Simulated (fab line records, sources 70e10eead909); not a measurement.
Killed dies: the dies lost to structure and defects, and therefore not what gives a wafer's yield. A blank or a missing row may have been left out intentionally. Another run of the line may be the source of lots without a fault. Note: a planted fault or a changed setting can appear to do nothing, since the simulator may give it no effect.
8D (eight disciplines) problem report, filled in by code + flow nand_harc + the parts of the form that need people (team, actions taken, sign-off) are left out

## 1. PROBLEM STATEMENT
thk_nm at NHARC_A_ONON_D1_THK_MEAS_02 reads a mean of 616 nm on 9 wafers of 3 lots; wafers without a fault read 999 nm with a standard deviation of 9.6. That puts it -40 standard deviations away from the usual mean.
The step: measures by ellipsometry.
First seen on wafer L553.2, day 8 12:44, on film_metro-01. Wafers with a number at this step in the record: 42, from 14 lots. The rule behind "out" and "out of limits": a value lying over 4 standard deviations away from the usual mean. Any other wafer with a number is counted as sound.

## 2. WHAT IT IS; WHAT IT IS NOT
| question                    | is                     | is not                                                                                                              |
|-----------------------------|------------------------|---------------------------------------------------------------------------------------------------------------------|
| which readings at this step | thk_nm                 | -                                                                                                                   |
| which lots                  | L553, L554, L556       | L551, L552, L563, L564, L565, L566, L567, L568, L569, L570, L571                                                    |
| which wafers of those lots  | all that have a number | -                                                                                                                   |
| read on which gauges        | film_metro-01          | film_metro-02                                                                                                       |
| when                        | from day 8 12:44       | up to then (6 sound wafers); but 27 sound wafers of L563, L564, L565, L566, L567, L568, L569, L570, L571 came after |

## 3. WHAT RULES OUT EACH SUSPECT
Counting: any tool at a process step up to the reading is kept as a suspect provided that every lot that is out went through it and no sound lot did after the first of them.
- the gauge at NHARC_A_ONON_D1_THK_MEAS_02 has been ruled out. All the wafers that are out were read on film_metro-01, but those of them that NHARC_END_SORT_01 has rows for are out there too, on other tools.
- pecvd_onon-01 at NHARC_A_ONON_D1_DEP_00 (target thk 1000 nm): ruled out as a lasting fault. After its first lot that is out, L553 (day 8 12:17), sound lots L565, L568, L569, L571 ran on it.
Left after counting: nothing in the record.

## 4. THE CAUSE (what the simulator had put in)
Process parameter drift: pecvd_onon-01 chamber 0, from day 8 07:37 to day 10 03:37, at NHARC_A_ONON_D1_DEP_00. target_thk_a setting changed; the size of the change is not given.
It was ruled out by counting, in error; the rule expects a fault to strike all lots run on its tool from its start on, and this fault did not.

## 5. SEQUENCE OF EFFECTS, ordered by route
Rows list readings where the struck wafers' mean (over those with a number) sits beyond 3 standard deviations from the usual. Scope: only readings with a usual standard deviation given in the record; hours: median across lots of the time from each lot's start at the first step in this table that gives one to its start at this step; sigmas: change in usual standard deviations.
| hours | step                        | reading         | usual  | on struck wafers | change | sigmas |
|-------|-----------------------------|-----------------|--------|------------------|--------|--------|
| 0     | NHARC_A_ONON_D1_THK_MEAS_02 | thk_nm          | 999 nm | 616              | -383   | -40    |
| 393   | NHARC_END_SORT_01           | killed_at_array | 46     | 671              | +625   | +42    |
| 393   | NHARC_END_SORT_01           | killed_dies     | 50     | 677              | +627   | +42    |

## 6. HOW IT WOULD HAVE BEEN CAUGHT EARLIER
In this record the first reading out of limits at a measuring or inspecting step was taken at day 8 12:44, 5 hours after the fault began at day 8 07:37.
No tool reading at NHARC_A_ONON_D1_DEP_00 that has a usual standard deviation in the record was out on any struck wafer, so an alarm limit of 4 standard deviations on those readings would not have fired.
